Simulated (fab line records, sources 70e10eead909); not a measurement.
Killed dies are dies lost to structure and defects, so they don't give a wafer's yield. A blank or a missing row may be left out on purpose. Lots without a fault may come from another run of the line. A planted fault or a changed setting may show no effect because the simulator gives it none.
fab line records | flow nand_harc
record lots=24 wafers=72 last_day=25
route steps=1159 shown A_STAIRCASE@619
lots that met no fault: from a run of the same line without faults
start_h: hours from the record's first day to the start of the lot's first wafer shown | wait_h: hours since the lot's step before | " the same as in the row above | L1.1+2: a row that stands for several wafers | - no value, or no start given | * or withheld: withheld | < > ~ a bound
route shown NAME@n: a module of which the file shows steps, and the number in the route of the first | usual: mean/standard deviation of fault-free wafers | same: alike in all rows | chamber/n: place in a boat | sites: the reading at each site | _std_site: their standard deviation | _edge_site: outer sites' mean less inner sites' | radius_mm: how far each site lies from the wafer's centre | mask NAME#n: copy n | behind: the tool/chamber that last shaped the wafer | hold: why the lot was held/for how many hours/how that ended | device: the transistor (n, p or np) that didn't switch | end of line: the same wafers' tests at the end of the route | a step without rows: its recipe alone | killed: dies lost to structure and defects at the first sort, not the wafer's yield | map: a wafer's dies, x killed, . not, _ none there
set.NAME: the setting as run; set.NAME@STEP: as run at that earlier step | model.NAME: the simulator's own value behind a step, which no gauge read
steps of the route over a sample of lots; a table a step, a row a wafer
services: from which hour (start_h, from the record's first day; less than 0 if before it) a tool's chamber was out of use, for how many hours, and why
## steps
# step NHARC_A_STAIRCASE_ETCH_225
# recipe target_depth_a=1000 time_s=40.5 ion_energy_ev=400 c4f8_flow_sccm=20 o2_flow_sccm=10 ar_flow_sccm=withheld rf_w=600 bias_w=1000 chemistry=C4F8/O2
# usual oes_product_au=0.946/0.014 rf_vpp_V=896/4.6
# columns lot.wafer tool chamber start_h wait_h oes_product_au rf_hours_counter_h rf_vpp_V
L074.3 rie_diel-08 3 - - 0.954 41 892
L074.4 " 2 " " 0.930 43 899
L074.6 " 3 " " 0.960 - 891
L075.3 rie_diel-08 2 - - 0.940 44 898
L075.5 " 2 " " 0.941 - 899
L075.6 " 3 " " 0.971 - 890
L077.3 rie_diel-03 1 - - 0.940 7 892
L077.2 " 3 " " 0.938 9 895
L077.4 " 0 " " 0.940 8 899
L076.2 rie_diel-08 3 - - 0.974 46 891
L076.1 " 0 " " 0.948 48 897
L076.5 " 0 " " 0.959 - 894
L078.2 rie_diel-08 2 - - 0.941 51 898
L078.4 " 0 " " 0.963 49 897
L078.5 " 2 " " 0.938 - 896
L079.1 rie_diel-01 0 - - 0.938 42 886
L079.5 " 1 " " 0.947 - 904
L079.6 " 2 " " 0.919 - 904
L080.2 rie_diel-08 0 - - 0.964 55 895
L080.1 " 1 " " 0.956 57 893
L080.3 " 2 " " 0.938 56 898
L082.3 rie_diel-03 2 - - 0.959 24 899
L082.1 " 3 " " 0.937 24 895
L082.6 " 2 " " 0.958 - 899
L081.1 rie_diel-01 1 - - 0.917 50 905
L081.3 " 2 " " 0.918 50 904
L081.6 " 2 " " 0.928 - 903
L084.4 rie_diel-08 3 - - 0.962 60 889
L084.1 " 1 " " 0.941 64 892
L084.5 " 0 " " 0.955 - 897
L083.4 rie_diel-01 3 - - 0.929 48 901
L083.2 " 0 " " 0.929 51 886
L083.6 " 3 " " 0.932 - 901
L089.3 rie_diel-03 2 - - 0.952 35 901
L089.2 " 1 " " 0.946 35 893
L089.6 " 2 " " 0.956 - 898
L085.4 rie_diel-08 0 - - 0.965 5 896
L085.1 " 1 " " 0.939 6 892
L085.2 " 3 " " 0.965 5 891
L086.1 rie_diel-03 1 - - 0.941 37 894
L086.3 " 2 " " 0.964 36 900
L086.5 " 3 " " 0.934 - 895
L087.3 rie_diel-08 2 - - 0.968 8 897
L087.6 " 1 " " 0.953 - 891
L087.5 " 2 " " 0.969 - 898
L088.3 rie_diel-03 0 - - 0.939 41 898
L088.1 " 1 " " 0.942 39 892
L088.5 " 3 " " 0.951 - 894
L090.1 rie_diel-03 3 - - 0.946 42 895
L090.2 " 1 " " 0.932 42 891
L090.6 " 0 " " 0.956 - 896
L091.3 rie_diel-03 1 - - 0.937 43 892
L091.2 " 2 " " 0.943 42 899
L091.4 " 3 " " 0.931 43 895
L092.4 rie_diel-03 3 - - 0.928 46 894
L092.5 " 0 " " 0.950 - 899
L092.6 " 1 " " 0.939 - 892
L094.3 rie_diel-08 0 - - 0.949 16 894
L094.2 " 2 " " 0.944 18 899
L094.1 " 3 " " 0.976 16 891
L093.4 rie_diel-08 3 - - 0.976 21 890
L093.3 " 2 " " 0.956 22 896
L093.5 " 3 " " 0.964 - 890
L095.4 rie_diel-03 3 - - 0.946 53 893
L095.2 " 1 " " 0.940 50 890
L095.6 " 3 " " 0.934 - 897
L096.4 rie_diel-01 1 - - 0.949 11 903
L096.3 " 2 " " 0.929 11 903
L096.2 " 3 " " 0.930 11 900
L097.2 rie_diel-01 0 - - 0.923 19 905
L097.3 " 1 " " 0.934 18 904
L097.6 " 3 " " 0.920 - 900
# step NHARC_A_STAIRCASE_TRIM_231
# recipe time_s=211.2 o2_flow_sccm=500 ar_flow_sccm=0 bias_w=0 chemistry=O2
# usual drypump_motor_current_A=6.0/0.42 oes_product_au=1.006/0.016 rf_vpp_V=57.8/0.83 showerhead_plenum_p_Torr=3.53/0.13 throttle_valve_pct=17.037/0.0095
# columns lot.wafer tool chamber start_h wait_h drypump_motor_current_A oes_product_au rf_hours_counter_h rf_vpp_V showerhead_plenum_p_Torr throttle_valve_pct
L074.4 rie_diel-01 3 - - 5.0 0.985 30 59.0 3.69 17.052
L074.3 " 2 " " 6.3 0.984 34 58.9 3.73 17.039
L074.6 " 0 " " 5.8 1.003 - 56.5 3.28 17.022
L075.3 rie_diel-08 2 - - 6.3 1.005 44 57.6 3.59 17.030
L075.5 " 3 " " 6.5 1.029 - 56.4 3.38 17.046
L075.6 " 0 " " 6.2 1.020 - 57.7 3.54 17.034
L077.3 rie_diel-08 1 - - 6.0 1.016 47 57.5 3.43 17.032
L077.4 " 3 " " 6.5 1.025 42 57.8 3.38 17.046
L077.2 " 0 " " 6.2 1.015 44 58.3 3.54 17.047
L076.1 rie_diel-08 0 - - 6.2 1.012 48 57.2 3.54 17.021
L076.2 " 1 " " 6.1 1.006 51 57.3 3.43 17.037
L076.5 " 2 " " 6.3 0.998 - 59.6 3.59 17.032
L078.4 rie_diel-08 0 - - 6.2 1.017 49 57.8 3.54 17.026
L078.2 " 3 " " 6.5 1.019 48 56.9 3.38 17.045
L078.5 " 1 " " 6.1 0.992 - 56.1 3.43 17.040
L079.1 rie_diel-08 0 - - 6.2 1.024 49 57.3 3.54 17.040
L079.6 " 1 " " 6.1 0.999 - 57.0 3.43 17.045
L079.5 " 2 " " 6.3 0.995 - 57.7 3.59 17.043
L080.2 rie_diel-03 3 - - 5.6 0.979 21 57.7 3.49 17.040
L080.3 " 1 " " 5.7 1.008 20 57.6 3.43 17.040
L080.1 " 2 " " 5.5 1.010 20 57.6 3.62 17.036
L082.3 rie_diel-03 3 - - 5.6 0.978 24 58.4 3.49 17.036
L082.1 " 2 " " 5.5 1.004 25 58.7 3.61 17.042
L082.6 " 0 " " 5.7 1.015 - 58.1 3.60 17.037
L081.1 rie_diel-03 1 - - 5.6 0.990 25 56.6 3.43 17.043
L081.3 " 2 " " 5.5 1.004 25 57.7 3.61 17.033
L081.6 " 1 " " 5.7 0.997 - 57.1 3.43 17.045
L084.1 rie_diel-03 2 - - 5.5 0.999 27 57.0 3.61 17.035
L084.4 " 3 " " 5.6 0.986 26 57.1 3.49 17.039
L084.5 " 3 " " 5.6 0.987 - 56.7 3.49 17.049
L083.4 rie_diel-01 1 - - 5.2 0.984 52 56.0 3.78 17.047
L083.2 " 2 " " 6.3 0.974 53 57.4 3.72 17.021
L083.6 " 0 " " 5.8 1.003 - 57.9 3.27 17.032
L089.2 rie_diel-08 3 - - 6.5 1.037 5 56.6 3.37 17.034
L089.3 " 0 " " 6.2 1.027 5 58.1 3.53 17.052
L089.6 " 0 " " 6.2 1.027 - 58.9 3.52 17.040
L085.4 rie_diel-08 0 - - 6.2 1.023 6 58.4 3.52 17.046
L085.1 " 1 " " 6.1 1.001 7 58.2 3.42 17.032
L085.2 " 3 " " 6.5 1.025 5 57.9 3.37 17.036
L086.3 rie_diel-08 1 - - 6.1 0.990 8 57.8 3.42 17.025
L086.1 " 2 " " 6.2 1.010 8 58.0 3.58 17.036
L086.5 " 2 " " 6.2 1.022 - 57.7 3.58 17.032
L087.3 rie_diel-03 2 - - 5.5 1.016 37 58.8 3.61 17.040
L087.6 " 2 " " 5.5 1.004 - 58.3 3.61 17.027
L087.5 " 3 " " 5.6 0.987 - 58.0 3.48 17.041
L088.1 rie_diel-08 2 - - 6.2 1.024 9 57.6 3.58 17.044
L088.3 " 3 " " 6.5 1.029 9 58.3 3.36 17.052
L088.5 " 2 " " 6.2 1.014 - 58.8 3.58 17.050
L090.2 rie_diel-01 3 - - 5.1 0.990 2 58.0 3.67 17.029
L090.1 " 1 " " 5.2 0.985 2 58.6 3.77 17.042
L090.6 " 3 " " 5.0 0.978 - 59.1 3.67 17.043
L091.4 rie_diel-03 1 - - 5.6 1.000 43 57.7 3.42 17.027
L091.3 " 2 " " 5.5 1.001 42 57.8 3.60 17.048
L091.2 " 3 " " 5.6 1.001 43 58.0 3.48 17.040
L092.4 rie_diel-08 3 - - 6.5 1.040 16 57.4 3.36 17.019
L092.5 " 2 " " 6.3 1.018 - 57.1 3.57 17.021
L092.6 " 3 " " 6.5 1.027 - 55.8 3.36 17.043
L094.3 rie_diel-08 2 - - 6.3 1.011 21 58.0 3.57 17.053
L094.2 " 0 " " 6.2 1.012 19 58.4 3.52 17.039
L094.1 " 1 " " 6.1 0.993 20 58.1 3.41 17.001
L093.3 rie_diel-01 3 - - 5.1 0.993 10 56.6 3.66 17.039
L093.4 " 1 " " 5.2 0.999 11 58.8 3.77 17.050
L093.5 " 2 " " 6.3 0.969 - 58.6 3.71 17.044
L095.2 rie_diel-08 3 - - 6.5 1.035 22 58.3 3.36 17.030
L095.4 " 0 " " 6.2 1.022 21 58.5 3.52 17.029
L095.6 " 3 " " 6.5 1.027 - 57.6 3.36 17.038
L096.4 rie_diel-01 3 - - 5.1 0.998 12 58.1 3.66 17.045
L096.3 " 1 " " 5.2 1.009 12 57.6 3.76 17.041
L096.2 " 2 " " 6.3 0.986 11 56.7 3.71 17.036
L097.2 rie_diel-08 0 - - 6.2 1.007 27 57.9 3.51 17.050
L097.3 " 2 " " 6.3 1.013 30 58.3 3.57 17.042
L097.6 " 1 " " 6.0 1.010 - 55.7 3.41 17.056
# step NHARC_A_STAIRCASE_ETCH_236
# recipe target_depth_a=1000 time_s=40.5 ion_energy_ev=400 c4f8_flow_sccm=20 o2_flow_sccm=10 ar_flow_sccm=withheld rf_w=600 bias_w=1000 chemistry=C4F8/O2
# usual oes_product_au=0.948/0.015 rf_vpp_V=896/4.7
# columns lot.wafer tool chamber start_h wait_h oes_product_au rf_hours_counter_h rf_vpp_V
L074.4 rie_diel-01 2 - - 0.922 35 903
L074.3 " 3 " " 0.926 31 903
L074.6 " 2 " " 0.910 - 900
L075.3 rie_diel-08 2 - - 0.944 45 899
L075.6 " 0 " " 0.950 - 896
L075.5 " 1 " " 0.947 - 893
L077.4 rie_diel-08 2 - - 0.952 45 897
L077.3 " 3 " " 0.978 43 891
L077.2 " 1 " " 0.946 47 893
L076.1 rie_diel-08 2 - - 0.928 50 898
L076.2 " 3 " " 0.961 47 890
L076.5 " 1 " " 0.958 - 893
L078.4 rie_diel-08 3 - - 0.969 48 891
L078.2 " 0 " " 0.963 49 896
L078.5 " 3 " " 0.970 - 889
L079.1 rie_diel-08 2 - - 0.928 52 898
L079.6 " 1 " " 0.944 - 891
L079.5 " 2 " " 0.940 - 898
L080.1 rie_diel-03 1 - - 0.965 21 893
L080.2 " 2 " " 0.953 20 900
L080.3 " 3 " " 0.925 21 895
L082.1 rie_diel-03 1 - - 0.933 25 892
L082.3 " 2 " " 0.941 25 898
L082.6 " 2 " " 0.941 - 898
L081.3 rie_diel-03 1 - - 0.941 26 892
L081.1 " 0 " " 0.963 25 899
L081.6 " 2 " " 0.939 - 899
L084.1 rie_diel-03 0 - - 0.951 28 901
L084.4 " 3 " " 0.935 27 896
L084.5 " 0 " " 0.958 - 897
L083.2 rie_diel-01 2 - - 0.932 53 903
L083.4 " 3 " " 0.958 49 901
L083.6 " 2 " " 0.940 - 902
L089.2 rie_diel-08 3 - - 0.971 5 889
L089.3 " 2 " " 0.954 6 898
L089.6 " 0 " " 0.960 - 896
L085.4 rie_diel-08 0 - - 0.969 6 896
L085.1 " 1 " " 0.937 7 891
L085.2 " 3 " " 0.970 5 890
L086.3 rie_diel-08 1 - - 0.942 8 892
L086.1 " 3 " " 0.965 7 889
L086.5 " 0 " " 0.951 - 897
L087.3 rie_diel-03 3 - - 0.942 39 896
L087.6 " 0 " " 0.951 - 899
L087.5 " 1 " " 0.941 - 893
L088.3 rie_diel-08 2 - - 0.948 10 899
L088.1 " 0 " " 0.974 9 895
L088.5 " 3 " " 0.971 - 891
L090.2 rie_diel-01 0 - - 0.940 2 906
L090.1 " 1 " " 0.938 2 904
L090.6 " 1 " " 0.947 - 905
L091.3 rie_diel-03 3 - - 0.939 44 895
L091.4 " 0 " " 0.952 44 897
L091.2 " 1 " " 0.934 43 891
L092.4 rie_diel-08 3 - - 0.972 16 891
L092.5 " 1 " " 0.944 - 891
L092.6 " 2 " " 0.958 - 896
L094.1 rie_diel-08 1 - - 0.949 21 892
L094.3 " 2 " " 0.962 22 899
L094.2 " 0 " " 0.962 20 895
L093.4 rie_diel-01 2 - - 0.936 11 903
L093.3 " 3 " " 0.941 11 902
L093.5 " 1 " " 0.937 - 904
L095.2 rie_diel-08 3 - - 0.970 22 891
L095.4 " 0 " " 0.967 22 895
L095.6 " 2 " " 0.934 - 898
L096.4 rie_diel-01 2 - - 0.932 12 901
L096.3 " 0 " " 0.925 12 905
L096.2 " 1 " " 0.934 12 903
L097.2 rie_diel-08 3 - - 0.970 29 890
L097.3 " 1 " " 0.938 29 892
L097.6 " 3 " " 0.963 - 889
# step NHARC_A_STAIRCASE_DEP_301
# recipe target_thk_a=300 target_thk_nm=30 temp_c=400 pressure_torr=3.5 flow_sccm=200 rf_w=350 material=SiON
# usual heater_power_w=716/78
# columns lot.wafer tool chamber start_h wait_h heater_power_w
L074.3 pecvd-01 0 262.90 1.0 746
L074.6 " 2 " " 825
L074.4 " 0 " " 743
L075.3 pecvd-01 0 264.73 1.0 808
L075.6 " 2 " " 814
L075.5 " 0 " " 804
L077.2 pecvd-01 1 267.02 1.3 686
L077.3 " 0 " " 649
L077.4 " 2 " " 773
L076.1 pecvd-03 0 272.57 1.5 787
L076.2 " 2 " " 687
L076.5 " 0 " " 774
L078.2 pecvd-01 2 274.09 1.4 802
L078.4 " 2 " " 785
L078.5 " 0 " " 728
L079.1 pecvd-02 0 275.90 1.6 638
L079.6 " 0 " " 633
L079.5 " 1 " " 689
L080.3 pecvd-02 2 299.47 1.2 767
L080.2 " 0 " " 531
L080.1 " 1 " " 794
L081.3 pecvd-03 1 309.86 0.9 795
L081.1 " 2 " " 621
L081.6 " 1 " " 786
L082.1 pecvd-03 1 311.59 1.6 711
L082.3 " 2 " " 706
L082.6 " 2 " " 699
L084.1 pecvd-03 0 313.43 1.6 830
L084.4 " 2 " " 718
L084.5 " 1 " " 704
L083.2 pecvd-01 0 314.86 1.3 712
L083.6 " 1 " " 622
L083.4 " 0 " " 723
L089.3 pecvd-03 0 333.40 0.9 780
L089.2 " 1 " " 708
L089.6 " 1 " " 699
L085.1 pecvd-01 2 333.90 1.5 883
L085.2 " 1 " " 627
L085.4 " 0 " " 713
L086.1 pecvd-01 1 337.88 1.6 666
L086.3 " 0 " " 700
L086.5 " 1 " " 663
L087.3 pecvd-03 0 339.48 1.2 712
L087.6 " 0 " " 704
L087.5 " 1 " " 742
L088.3 pecvd-03 1 343.80 3.0 806
L088.1 " 2 " " 688
L088.5 " 0 " " 802
L090.1 pecvd-02 0 352.32 1.6 596
L090.2 " 1 " " 743
L090.6 " 0 " " 579
L091.3 pecvd-02 0 357.31 0.9 618
L091.2 " 2 " " 800
L091.4 " 1 " " 766
L092.4 pecvd-02 1 372.75 0.9 746
L092.5 " 2 " " 687
L092.6 " 0 " " 577
L094.2 pecvd-01 0 386.79 1.3 760
L094.3 " 1 " " 567
L094.1 " 2 " " 782
L093.3 pecvd-02 2 388.40 1.0 784
L093.5 " 2 " " 792
L093.4 " 0 " " 662
L095.2 pecvd-01 0 390.42 1.3 679
L095.6 " 2 " " 799
L095.4 " 0 " " 690
L096.2 pecvd-02 0 392.15 1.3 645
L096.3 " 1 " " 713
L096.4 " 1 " " 714
L097.3 pecvd-01 0 405.92 1.1 746
L097.2 " 1 " " 620
L097.6 " 0 " " 749
# step NHARC_A_STAIRCASE_ETCHBACK_416
# recipe target_depth_a=360 time_s=7.2 c4f8_flow_sccm=withheld o2_flow_sccm=8 ar_flow_sccm=withheld rf_w=600 bias_w=800 chemistry=C4F8/O2/Ar
# usual oes_product_au=0.937/0.027 rf_vpp_V=725/4.5
# columns lot.wafer tool chamber start_h wait_h oes_product_au rf_hours_counter_h rf_vpp_V
L074.3 rie_diel-08 0 - - 0.947 50 724
L074.6 " 1 " " 0.942 - 721
L074.4 " 2 " " 0.926 - 724
L075.3 rie_diel-08 2 - - 0.920 52 724
L075.6 " 1 " " 0.937 - 720
L075.5 " 2 " " 0.922 - 724
L077.3 rie_diel-08 1 - - 0.941 53 719
L077.2 " 3 " " 0.941 49 719
L077.4 " 0 " " 0.944 50 725
L076.2 rie_diel-03 0 - - 0.914 19 725
L076.1 " 2 " " 0.932 18 727
L076.5 " 3 " " 0.913 - 722
L078.2 rie_diel-03 3 - - 0.983 19 723
L078.4 " 1 " " 1.003 18 722
L078.5 " 2 " " 1.021 - 726
L079.1 rie_diel-01 1 - - 0.914 46 730
L079.5 " 2 " " 0.904 - 728
L079.6 " 3 " " 0.926 - 728
L080.3 rie_diel-03 2 - - 0.921 28 725
L080.1 " 3 " " 0.907 27 722
L080.2 " 1 " " 0.918 29 718
L081.1 rie_diel-01 3 - - 0.922 53 726
L081.3 " 1 " " 0.909 58 731
L081.6 " 0 " " 0.924 - 715
L082.3 rie_diel-01 0 - - 0.929 58 714
L082.1 " 2 " " 0.900 59 729
L082.6 " 1 " " 0.919 - 730
L084.4 rie_diel-03 1 - - 0.913 35 720
L084.1 " 2 " " 0.934 34 726
L084.5 " 3 " " 0.921 - 721
L083.2 rie_diel-01 1 - - 0.918 61 732
L083.4 " 2 " " 0.926 61 728
L083.6 " 1 " " 0.912 - 730
L089.3 rie_diel-01 1 - - 1.000 2 732
L089.2 " 2 " " 0.981 1 728
L089.6 " 1 " " 0.996 - 730
L085.2 rie_diel-01 3 - - 0.915 2 729
L085.1 " 0 " " 0.930 2 732
L085.4 " 1 " " 0.916 2 730
L086.3 rie_diel-03 1 - - 0.919 42 720
L086.1 " 3 " " 0.913 43 721
L086.5 " 1 " " 0.908 - 719
L087.3 rie_diel-01 3 - - 0.983 3 726
L087.6 " 3 " " 0.969 - 727
L087.5 " 0 " " 0.985 - 730
L088.3 rie_diel-01 1 - - 0.993 4 730
L088.1 " 3 " " 1.000 5 726
L088.5 " 0 " " 0.993 - 731
L090.2 rie_diel-01 3 - - 0.918 8 727
L090.1 " 0 " " 0.914 8 729
L090.6 " 0 " " 0.917 - 730
L091.3 rie_diel-08 0 - - 0.941 21 724
L091.4 " 1 " " 0.920 22 720
L091.2 " 2 " " 0.929 22 724
L092.4 rie_diel-08 3 - - 0.954 23 718
L092.6 " 3 " " 0.952 - 718
L092.5 " 0 " " 0.934 - 722
L094.3 rie_diel-01 2 - - 0.917 19 728
L094.2 " 3 " " 0.913 19 727
L094.1 " 0 " " 0.916 19 731
L093.3 rie_diel-01 1 - - 0.928 19 731
L093.4 " 3 " " 0.912 20 728
L093.5 " 0 " " 0.924 - 732
L095.2 rie_diel-08 3 - - 0.949 30 718
L095.4 " 0 " " 0.944 30 722
L095.6 " 2 " " 0.925 - 724
L096.4 rie_diel-08 0 - - 0.952 30 722
L096.3 " 1 " " 0.926 32 720
L096.2 " 3 " " 0.939 30 718
L097.2 rie_diel-08 3 - - 0.943 34 718
L097.3 " 1 " " 0.929 37 720
L097.6 " 2 " " 0.943 - 724
# step NHARC_A_STAIRCASE_STRIP_446
# recipe power_w=1500 temp_c=250 chemistry=O2
# usual drypump_motor_current_A=5.63/0.29 heater_power_w=350/47
# columns lot.wafer tool chamber start_h wait_h drypump_motor_current_A heater_power_w rf_hours_counter_h
L075.3 plasma_asher-02 0 307.62 0.5 5.35 385 -
L075.6 " 1 " " 6.00 313 -
L075.5 " 0 " " 5.34 384 -
L074.3 plasma_asher-02 0 307.86 0.4 5.34 384 -
L074.4 " 1 " " 6.02 311 -
L074.6 " 1 " " 6.03 307 -
L077.2 plasma_asher-01 1 312.65 0.0 5.37 285 9
L077.3 " 1 " " 5.43 290 -
L077.4 " 0 " " 5.75 383 -
L076.1 plasma_asher-02 0 317.30 0.0 5.33 384 45
L076.2 " 1 " " 6.02 314 45
L076.5 " 0 " " 5.34 387 -
L079.1 plasma_asher-01 0 317.51 0.1 5.74 381 11
L079.6 " 0 " " 5.74 381 -
L079.5 " 1 " " 5.41 294 -
L078.2 plasma_asher-02 0 317.58 0.1 5.35 395 45
L078.4 " 0 " " 5.34 393 -
L078.5 " 0 " " 5.35 391 -
L080.1 plasma_asher-01 1 347.04 0.0 5.33 281 24
L080.2 " 0 " " 5.73 385 24
L080.3 " 1 " " 5.31 291 -
L081.1 plasma_asher-01 0 358.67 0.0 5.77 386 26
L081.3 " 1 " " 5.36 297 -
L081.6 " 0 " " 5.76 378 -
L083.2 plasma_asher-02 0 358.67 0.0 5.34 392 59
L083.4 " 0 " " 5.34 395 -
L083.6 " 1 " " 6.00 316 -
L084.1 plasma_asher-02 1 360.17 0.1 6.01 316 60
L084.4 " 0 " " 5.35 396 -
L084.5 " 1 " " 6.01 314 -
L082.1 plasma_asher-01 1 360.40 0.2 5.42 288 28
L082.3 " 0 " " 5.75 385 -
L082.6 " 0 " " 5.75 401 -
L085.1 plasma_asher-02 0 381.87 0.0 5.35 402 2
L085.2 " 1 " " 5.99 332 2
L085.4 " 0 " " 5.36 422 -
L087.3 plasma_asher-01 1 382.04 0.1 5.38 288 -
L087.6 " 1 " " 5.40 294 -
L087.5 " 0 " " 5.76 378 -
L086.1 plasma_asher-02 0 382.19 0.3 5.36 409 2
L086.3 " 0 " " 5.34 404 -
L086.5 " 0 " " 5.34 413 -
L089.2 plasma_asher-02 0 383.41 0.1 5.35 416 3
L089.3 " 1 " " 6.02 327 -
L089.6 " 1 " " 6.01 326 -
L088.1 plasma_asher-02 0 394.07 0.0 5.35 413 5
L088.3 " 1 " " 6.01 322 -
L088.5 " 0 " " 5.37 415 -
L090.1 plasma_asher-01 1 399.87 0.0 5.36 286 40
L090.2 " 0 " " 5.75 389 40
L090.6 " 0 " " 5.78 379 -
L091.2 plasma_asher-02 1 404.08 0.0 6.01 315 9
L091.3 " 1 " " 6.02 321 -
L091.4 " 0 " " 5.35 409 -
L092.4 plasma_asher-02 1 423.29 0.2 5.99 328 -
L092.6 " 0 " " 5.33 414 -
L092.5 " 1 " " 6.01 323 -
L094.1 plasma_asher-02 0 433.07 0.1 5.36 422 20
L094.2 " 1 " " 6.01 321 20
L094.3 " 0 " " 5.34 405 -
L093.4 plasma_asher-01 1 433.38 0.3 5.35 286 -
L093.3 " 0 " " 5.73 377 -
L093.5 " 1 " " 5.39 290 -
L096.2 plasma_asher-01 0 439.18 0.1 5.70 374 54
L096.3 " 1 " " 5.39 292 -
L096.4 " 0 " " 5.72 387 -
L095.2 plasma_asher-01 1 439.47 0.3 5.35 291 54
L095.4 " 0 " " 5.78 394 -
L095.6 " 0 " " 5.74 378 -
L097.2 plasma_asher-02 1 455.22 0.5 6.00 334 28
L097.3 " 0 " " 5.36 415 -
L097.6 " 0 " " 5.33 424 -
## services
# columns tool chamber start_h hours kind
rie_diel-08 0 232.27 - clean
rie_diel-08 1 232.27 - clean
rie_diel-08 2 232.27 - clean
rie_diel-08 3 232.27 - clean
pecvd-01 - 237.24 13.0 pm
rie_diel-08 0 256.77 - clean
rie_diel-01 0 264.34 4.4 repair
rie_diel-08 3 265.31 3.5 repair
plasma_asher-01 - 277.00 9.0 pm
pecvd-03 - 292.59 13.0 pm
rie_diel-08 - 301.80 9.0 pm
pecvd-02 0 318.87 2.6 repair
rie_diel-01 - 323.45 9.0 pm
pecvd-03 - 331.36 0.9 repair
pecvd-02 - 334.25 13.0 pm
pecvd-01 - 338.51 46.1 repair
plasma_asher-02 - 360.72 9.0 pm
pecvd-03 0 360.79 7.0 repair
rie_diel-03 - 392.35 9.0 pm
pecvd-03 2 395.36 10.0 repair
pecvd-01 - 418.24 13.0 pm
rie_diel-01 1 438.06 36.6 repair
rie_diel-03 0 446.08 1.9 repair
plasma_asher-01 - 454.00 9.0 pm
## key
fault none
